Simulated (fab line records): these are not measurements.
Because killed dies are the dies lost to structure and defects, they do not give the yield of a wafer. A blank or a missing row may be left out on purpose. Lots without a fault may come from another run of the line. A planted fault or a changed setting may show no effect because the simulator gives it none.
Matching of chambers    flow n5-finfet    N5_BEOL_M4_DEP_57 on pecvd-03: 3 sister chambers
The step deposits SiCN from 3MS/NH3, target thk 8 nm, time 14 s. 3 wafers are shown with their chamber, then 10 later ones without.

WAFERS PAIRED WITH THEIR CHAMBERS
wafer   chamber  showerhead-plenum-p-Torr (Torr)
L087.5  0        3.642
L091.3  1        3.673
L091.4  2        3.669

WAFERS MISSING THEIR CHAMBER
wafer   showerhead-plenum-p-Torr (Torr)
L091.6  3.659
L094.2  3.682
L094.3  3.647
L094.4  3.660
L095.1  3.645
L095.4  3.674
L095.5  3.658
L096.1  3.677
L096.2  3.659
L096.6  3.684

WHICH CHAMBER EACH ONE RAN IN
wafer   from the rows above           in truth
L091.6  can't be placed: 2 or 1 or 0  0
L094.2  can't be placed: 1 or 2       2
L094.3  0                             0
L094.4  can't be placed: 2 or 1 or 0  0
L095.1  0                             0
L095.4  can't be placed: 1 or 2       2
L095.5  can't be placed: 2 or 1 or 0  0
L096.1  can't be placed: 1 or 2       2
L096.2  can't be placed: 2 or 1 or 0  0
L096.6  can't be placed: 1 or 2       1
Correctly placed: 2 of 10. Unplaceable from these rows: 8, with the true chamber sitting among the candidates in 8. Placed wrongly: 0.
How it was worked out, from the rows above alone: a wafer's distance from a chamber is the root of the sum, over the readings, of the square of ((its reading less the chamber's mean) divided by the reading's scatter). If the next closest chamber is less than 2 further off than the closest, the wafer can't be placed; otherwise it belongs to the closest. A chamber's mean is the mean of its shown wafers. The scatter: root of mean squared gap, hidden wafer to nearest shown wafer, with one shown wafer a chamber.
